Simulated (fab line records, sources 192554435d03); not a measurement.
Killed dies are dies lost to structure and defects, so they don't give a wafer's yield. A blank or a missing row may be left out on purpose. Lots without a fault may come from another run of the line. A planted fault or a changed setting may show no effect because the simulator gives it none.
Chamber matching | flow n5_finfet | N5_BEOL_M14_DESCUM_33 on rie_diel-03: 4 sister chambers
The step chemistry O2, time 7.9 s. 20 wafers are shown with their chamber, then 10 later ones without.

WAFERS WITH THEIR CHAMBER
wafer  | chamber | showerhead_plenum_p_Torr (Torr) | throttle_valve_pct (%) | oes_product_au (a.u.)
L074.1 | 2       | 2.00                            | 20.52                  | 0.72
L074.3 | 1       | 2.16                            | 20.61                  | 0.91
L074.6 | 2       | 2.00                            | 20.53                  | 0.72
L075.1 | 1       | 2.16                            | 20.63                  | 0.91
L075.2 | 0       | 2.03                            | 20.59                  | 0.79
L075.3 | 2       | 2.00                            | 20.53                  | 0.71
L075.4 | 3       | 2.03                            | 20.34                  | 0.87
L075.5 | 2       | 2.00                            | 20.52                  | 0.72
L075.6 | 3       | 2.03                            | 20.33                  | 0.86
L079.2 | 1       | 2.16                            | 20.64                  | 0.90
L079.4 | 0       | 2.02                            | 20.58                  | 0.78
L079.6 | 1       | 2.16                            | 20.64                  | 0.89
L080.1 | 0       | 2.02                            | 20.58                  | 0.78
L080.4 | 1       | 2.15                            | 20.64                  | 0.90
L080.5 | 2       | 2.00                            | 20.54                  | 0.71
L091.1 | 3       | 2.02                            | 20.40                  | 0.82
L091.2 | 1       | 2.15                            | 20.68                  | 0.85
L091.6 | 2       | 1.99                            | 20.56                  | 0.69
L092.1 | 2       | 1.99                            | 20.58                  | 0.68
L092.2 | 3       | 2.02                            | 20.39                  | 0.82

SIGNATURES (means of the wafers above)
reading                  | chamber 0 | chamber 1 | chamber 2 | chamber 3 | scatter within a chamber
showerhead_plenum_p_Torr | 2.0233    | 2.1567    | 1.9971    | 2.0250    | 0.00526
throttle_valve_pct       | 20.5833   | 20.6400   | 20.5400   | 20.3650   | 0.0242
oes_product_au           | 0.7833    | 0.8933    | 0.7071    | 0.8425    | 0.0197
Rule: a wafer's distance from a chamber is the root of the sum, over the readings, of the square of ((its reading less the chamber's mean) divided by the reading's scatter). The wafer belongs to the nearest chamber; if the next one is less than 2 further off, it can't be placed. The scatter: the root of (the sum of the squares of (reading less its chamber's mean) over the shown wafers, divided by (wafers less chambers)).

WAFERS WITHOUT THEIR CHAMBER
wafer  | showerhead_plenum_p_Torr (Torr) | throttle_valve_pct (%) | oes_product_au (a.u.)
L092.4 | 2.15                            | 20.68                  | 0.85
L094.3 | 2.02                            | 20.40                  | 0.81
L094.4 | 2.14                            | 20.68                  | 0.85
L094.5 | 1.99                            | 20.58                  | 0.68
L097.1 | 1.98                            | 20.59                  | 0.68
L097.2 | 2.02                            | 20.41                  | 0.81
L097.5 | 2.14                            | 20.69                  | 0.84
L096.1 | 2.14                            | 20.72                  | 0.85
L096.2 | 2.01                            | 20.64                  | 0.75
L096.5 | 1.98                            | 20.60                  | 0.67

WHICH CHAMBER EACH WENT THROUGH
wafer  | from the rows above     | in truth
L092.4 | 1                       | 1
L094.3 | 3                       | 3
L094.4 | 1                       | 1
L094.5 | 2                       | 2
L097.1 | 2                       | 2
L097.2 | 3                       | 3
L097.5 | 1                       | 1
L096.1 | 1                       | 1
L096.2 | can't be placed: 0 or 2 | 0
L096.5 | 2                       | 2
Placed correctly: 9 of 10. Can't be placed from these rows: 1 (the true chamber is among the candidates in 1). Placed wrongly: 0.
